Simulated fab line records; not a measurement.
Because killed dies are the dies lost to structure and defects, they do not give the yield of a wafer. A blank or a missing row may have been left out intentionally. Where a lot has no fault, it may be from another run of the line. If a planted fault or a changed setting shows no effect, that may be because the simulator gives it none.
fab line records	flow nandHarc	part 2 of 2: steps 35 to 37 of 37
record lots=6	wafers=18	lastDay=33
route steps=1302 shown A_CHANNEL_HOLE_D1@455 A_CHANNEL_FILL_D1@490 END@1302
lots untouched by any fault: they come from a run of this same line in which no faults occurred
startH: hours from the record's first day to the start of the lot's first wafer shown	waitH: time in hours since the lot's previous step	" unchanged from the row above	L1.1+2: a single row standing in for several wafers	- no value present, or no start provided	* or withheld: withheld	< > ~ a bound
route shown NAME@n: names a module that has steps shown in the file, with the first one's number in the route	usual: mean/standard deviation taken from wafers without a fault	same: alike in all rows	chamber/n: place in a boat	sites: the reading at each site	_std_site: standard deviation across them	_edge_site: mean of outer sites minus mean of inner sites	radiusMm: for every site, how far away it sits from the centre of the wafer	mask NAME#n: copy n	behind: tool/chamber where the wafer was last shaped	hold: why the lot was held/for how many hours/how that ended	device: the transistor (n, p or np) that didn't switch	end of line: at the end of the route, the tests of the same wafers	a step without rows: its recipe alone	killed: dies lost to structure and defects at the first sort, not the wafer's yield	map: a wafer's dies, x killed, . not, _ none there
set.NAME: setting as actually run; set.NAME@STEP: the setting as run at that earlier step	model.NAME: the simulator's own value behind a step, which no gauge read
certain route steps with their lots: each step a table, each wafer a row
services: when a tool's chamber went out of use (startH, in hours from the record's first day, below 0 if earlier), for how many hours, and the reason
## steps
# step NHARC_A_CHANNEL_HOLE_D1_INSPECT_40
# usual rawDefectCount=78/28
lot.wafer	tool	chamber	startH	waitH	rawDefectCount
L617.2	defectInspect-02	-	198.62	-	45
L617.4	"	-	"	"	39
L617.6	"	-	"	"	54
L621.1	defectInspect-02	-	240.50	-	342
L621.3	"	-	"	"	343
L621.5	"	-	"	"	308
L622.2	defectInspect-01	-	250.08	-	331
L622.3	"	-	"	"	286
L622.5	"	-	"	"	305
L633.1	defectInspect-01	-	353.82	-	108
L633.3	"	-	"	"	95
L633.6	"	-	"	"	136
L634.1	defectInspect-01	-	368.25	-	114
L634.3	"	-	"	"	112
L634.4	"	-	"	"	131
L638.1	defectInspect-01	-	406.44	-	84
L638.4	"	-	"	"	69
L638.6	"	-	"	"	75
# step NHARC_A_CHANNEL_FILL_D1_PRECLEAN_00
# recipe timeS=*	tempC=50	bathAgeMin=0	chemistry=SC1
# step NHARC_END_SORT_01
# recipe tempC=25
# usual killedAtArray=53/19	killedAtOther=0.7/1.1	killedAtPeriphery=4.2/2.7	killedDies=58/18	killedOpen=3.1/1.9	killedShort=2.5/1.6
# same grossDies=677
lot.wafer	tool	chamber	startH	waitH	killedAtArray	killedAtOther	killedAtPeriphery	killedDies	killedOpen	killedShort
L617.2	prober-01	0	580.07	2.8	19	0	7	26	4	3
L617.4	prober-01	0	581.66	3.4	25	0	3	28	4	1
L617.6	prober-01	0	583.25	4.0	27	0	6	33	6	2
L621.1	prober-02	0	596.30	2.5	112	1	7	120	3	1
L621.3	prober-02	0	597.92	3.1	86	2	3	91	3	1
L621.5	prober-02	0	599.53	3.7	105	0	2	107	4	3
L622.2	prober-01	0	616.95	2.8	102	0	7	109	4	4
L622.3	prober-01	0	617.75	3.1	76	0	4	80	5	1
L622.5	prober-01	0	619.36	3.7	84	0	6	90	4	4
L633.1	prober-02	0	708.29	2.5	47	0	8	55	2	1
L633.3	prober-02	0	709.89	3.1	63	0	7	70	2	1
L633.6	prober-02	0	712.30	4.0	48	0	6	54	1	0
L634.1	prober-01	0	752.09	2.5	61	0	1	62	0	4
L634.3	prober-01	0	753.70	3.1	98	0	6	104	1	5
L634.4	prober-01	0	754.51	3.4	61	0	3	64	2	4
L638.1	prober-01	0	779.00	2.5	48	0	5	53	8	6
L638.4	prober-01	0	781.36	3.3	42	3	3	48	4	1
L638.6	prober-01	0	782.93	3.9	40	4	6	50	1	7
# killed by level:class
L617.2 A_STAIRCASE:chamberFilmFlake=5 A_CHANNEL_HOLE_D2:chamberFilmFlake=4 A_SGD_CUT:chamberFilmFlake=3 P_GATE:geometricParticle:open=2 P_ZERO_WELL:chamberFilmFlake=2 A_WL_FILL:chamberFilmFlake=2 P_CONTACT:geometricParticle:open=1 A_ONON_D2:geometricParticle:open=1
L617.4 A_CHANNEL_HOLE_D2:chamberFilmFlake=5 A_STAIRCASE:chamberFilmFlake=5 A_SGD_CUT:chamberFilmFlake=5 A_CONTACT:chamberFilmFlake=5 P_CONTACT:geometricParticle:short=1 P_M0:geometricParticle:open=1 A_CHANNEL_HOLE_D2:geometricParticle:open=1 A_CHANNEL_FILL_D2:geometricParticle:open=1
L617.6 A_CHANNEL_HOLE_D2:chamberFilmFlake=8 A_STAIRCASE:chamberFilmFlake=6 A_SGD_CUT:chamberFilmFlake=3 A_CONTACT:geometricParticle:open=2 P_STI:chamberFilmFlake=2 A_CHANNEL_HOLE_D1:chamberFilmFlake=2 A_CONTACT:chamberFilmFlake=2 P_GATE:geometricParticle:open=1
L621.1 A_CHANNEL_HOLE_D1:unspecified=76 A_CONTACT:chamberFilmFlake=13 A_CHANNEL_HOLE_D1:chamberFilmFlake=10 A_CHANNEL_HOLE_D2:chamberFilmFlake=6 A_STAIRCASE:chamberFilmFlake=4 P_CONTACT:geometricParticle:open=2 P_STI:chamberFilmFlake=2 A_CHANNEL_FILL_D1:chamberFilmFlake=2
L621.3 A_CHANNEL_HOLE_D1:unspecified=52 A_CONTACT:chamberFilmFlake=11 A_CHANNEL_HOLE_D1:chamberFilmFlake=7 A_CHANNEL_HOLE_D2:chamberFilmFlake=7 A_CHANNEL_FILL_D1:chamberFilmFlake=3 P_GATE:chamberFilmFlake=2 A_STAIRCASE:chamberFilmFlake=2 THIN_TSV:chamberFilmFlake=2
L621.5 A_CHANNEL_HOLE_D1:unspecified=64 A_CHANNEL_HOLE_D2:chamberFilmFlake=10 A_CONTACT:chamberFilmFlake=10 A_CHANNEL_HOLE_D1:chamberFilmFlake=8 A_STAIRCASE:chamberFilmFlake=3 A_CHANNEL_FILL_D2:geometricParticle:open=2 A_WL_FILL:geometricParticle:short=2 A_SLIT:chamberFilmFlake=2
L622.2 A_CHANNEL_HOLE_D1:unspecified=64 A_CHANNEL_HOLE_D2:chamberFilmFlake=20 P_GATE:chamberFilmFlake=6 A_CHANNEL_HOLE_D1:chamberFilmFlake=3 A_STAIRCASE:chamberFilmFlake=3 A_WL_FILL:chamberFilmFlake=3 A_SOURCE_PLATE:geometricParticle:short=2 P_CONTACT:geometricParticle:open=1
L622.3 A_CHANNEL_HOLE_D1:unspecified=39 A_CHANNEL_HOLE_D2:chamberFilmFlake=23 A_CHANNEL_HOLE_D1:chamberFilmFlake=4 P_GATE:chamberFilmFlake=3 A_CHANNEL_FILL_D1:geometricParticle:open=2 A_WL_FILL:chamberFilmFlake=2 P_STI:geometricParticle:open=1 A_CHANNEL_FILL_D2:geometricParticle:short=1
L622.5 A_CHANNEL_HOLE_D1:unspecified=51 A_CHANNEL_HOLE_D2:chamberFilmFlake=16 A_WL_FILL:chamberFilmFlake=4 A_CONTACT:chamberFilmFlake=4 A_M0:geometricParticle:open=2 P_GATE:chamberFilmFlake=2 A_CHANNEL_HOLE_D1:chamberFilmFlake=2 P_GATE:geometricParticle:short=1
L633.1 A_CHANNEL_HOLE_D1:chamberFilmFlake=25 A_CHANNEL_HOLE_D2:chamberFilmFlake=15 P_GATE:chamberFilmFlake=2 P_CONTACT:chamberFilmFlake=2 P_M1:chamberFilmFlake=2 A_STAIRCASE:chamberFilmFlake=2 A_CONTACT:chamberFilmFlake=2 P_CONTACT:geometricParticle:open=1
L633.3 A_CHANNEL_HOLE_D1:chamberFilmFlake=28 A_CHANNEL_HOLE_D2:chamberFilmFlake=25 A_STAIRCASE:chamberFilmFlake=4 P_CONTACT:chamberFilmFlake=3 P_GATE:chamberFilmFlake=2 A_CONTACT:chamberFilmFlake=2 A_ONON_D1:geometricParticle:short=1 A_CHANNEL_FILL_D2:geometricParticle:open=1
L633.6 A_CHANNEL_HOLE_D2:chamberFilmFlake=22 A_CHANNEL_HOLE_D1:chamberFilmFlake=21 P_CONTACT:chamberFilmFlake=2 P_M1:chamberFilmFlake=2 A_SLIT:chamberFilmFlake=2 A_STAIRCASE:chamberFilmFlake=2 A_CHANNEL_FILL_D2:geometricParticle:open=1 P_M0:chamberFilmFlake=1
L634.1 A_SLIT:chamberFilmFlake=19 A_CHANNEL_HOLE_D1:chamberFilmFlake=18 A_CHANNEL_HOLE_D2:chamberFilmFlake=11 A_CONTACT:chamberFilmFlake=5 A_STAIRCASE:chamberFilmFlake=4 A_CHANNEL_HOLE_D2:geometricParticle:short=2 A_CHANNEL_FILL_D2:geometricParticle:short=1 A_WL_FILL:geometricParticle:short=1
L634.3 A_SLIT:chamberFilmFlake=33 A_CHANNEL_HOLE_D1:chamberFilmFlake=32 A_CHANNEL_HOLE_D2:chamberFilmFlake=21 A_CONTACT:chamberFilmFlake=5 P_STI:chamberFilmFlake=3 A_CHANNEL_HOLE_D1:geometricParticle:short=2 P_ZERO_WELL:chamberFilmFlake=2 A_STAIRCASE:chamberFilmFlake=2
L634.4 A_CHANNEL_HOLE_D1:chamberFilmFlake=19 A_SLIT:chamberFilmFlake=19 A_CHANNEL_HOLE_D2:chamberFilmFlake=11 A_CONTACT:chamberFilmFlake=5 A_WL_FILL:geometricParticle:short=2 P_STI:chamberFilmFlake=2 A_ONON_D1:geometricParticle:short=1 A_DECK1_JOINT:geometricParticle:short=1
L638.1 A_CHANNEL_HOLE_D2:chamberFilmFlake=23 A_SLIT:chamberFilmFlake=6 A_CONTACT:chamberFilmFlake=4 A_CHANNEL_FILL_D2:geometricParticle:open=2 A_BLC:geometricParticle:open=2 P_GATE:geometricParticle:open=1 P_M1:geometricParticle:open=1 P_M2:geometricParticle:open=1
L638.4 A_CHANNEL_HOLE_D2:chamberFilmFlake=22 A_SLIT:chamberFilmFlake=9 A_CONTACT:chamberFilmFlake=4 A_CHANNEL_HOLE_D1:chamberFilmFlake=3 A_STAIRCASE:chamberFilmFlake=2 THIN_TSV:chamberFilmFlake=2 P_CONTACT:geometricParticle:open=1 P_M0:geometricParticle:open=1
L638.6 A_CHANNEL_HOLE_D2:chamberFilmFlake=23 A_CONTACT:chamberFilmFlake=5 THIN_TSV:chamberFilmFlake=4 A_SLIT:chamberFilmFlake=4 P_GATE:chamberFilmFlake=3 A_ONON_D2:geometricParticle:short=2 A_CHANNEL_FILL_D2:geometricParticle:short=2 P_ZERO_WELL:chamberFilmFlake=2
## services
tool	chamber	startH	hours	kind
rieDiel-02	0	171.20	-	clean
rieDiel-02	1	171.20	-	clean
rieDiel-02	2	171.20	-	clean
rieDiel-02	3	171.20	-	clean
rieDiel-02	0	195.70	-	clean
rieDiel-02	1	195.70	-	clean
rieDiel-02	2	195.70	-	clean
rieDiel-02	3	195.70	-	clean
rieDiel-02	-	216.75	9.0	pm
rieDiel-02	0	216.75	9.0	ventCycle
rieDiel-02	1	216.75	9.0	ventCycle
rieDiel-05	-	229.63	9.0	pm
rieDiel-05	2	262.13	13.8	repair
rieDiel-05	-	279.15	0.6	repair
rieDiel-02	-	280.79	1.1	repair
rieDiel-02	0	305.52	6.3	repair
rieDiel-06	-	307.25	9.0	pm
rieDiel-05	0	330.05	3.3	repair
rieDiel-05	3	340.22	13.9	repair
rieDiel-05	1	365.82	2.9	repair
rieDiel-02	0	372.55	4.2	repair
harEtch-02	-	377.00	17.0	pm
rieDiel-02	-	393.75	9.0	pm
rieDiel-06	-	402.50	0.5	repair
## key
firstSign step=NHARC_A_CHANNEL_HOLE_D1_INSPECT_40	reading=rawDefectCount	direction=up	sigmas=8.6	usual=78	struck=319
effect step=NHARC_END_SORT_01	reading=killedDies	direction=up	sigmas=2.3	usual=58	struck=100	wafersMoved=5
moreKillsBornAt NHARC_A_CHANNEL_HOLE_D1_ETCH_39@rieDiel-02=344
metAt NHARC_A_CHANNEL_HOLE_D1_ETCH_39
struckWafers L621.1,L621.3,L621.5,L622.2,L622.3,L622.5
testerLeftOut L621,L622
onsetBetween 189.65 233.81
alsoFits NHARC_A_CHANNEL_HOLE_D1_ETCH_24:harEtch-01,NHARC_A_CHANNEL_HOLE_D1_ETCH_25:harEtch-01
fault kind=chamberParticleSource	tool=rieDiel-02	chamber=-	onsetH=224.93	steps=NHARC_A_CHANNEL_HOLE_D1_ETCH_39	ratePerVisitCm2=0.39582	endH=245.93
# testerLeftOut: of these lots the tester's yield and bins aren't shown, on N5 and GAA mostly nor the transistor test; their killed dies are dies lost to structure and defects alone, not to doping, threshold or leakage, so they don't give the yield
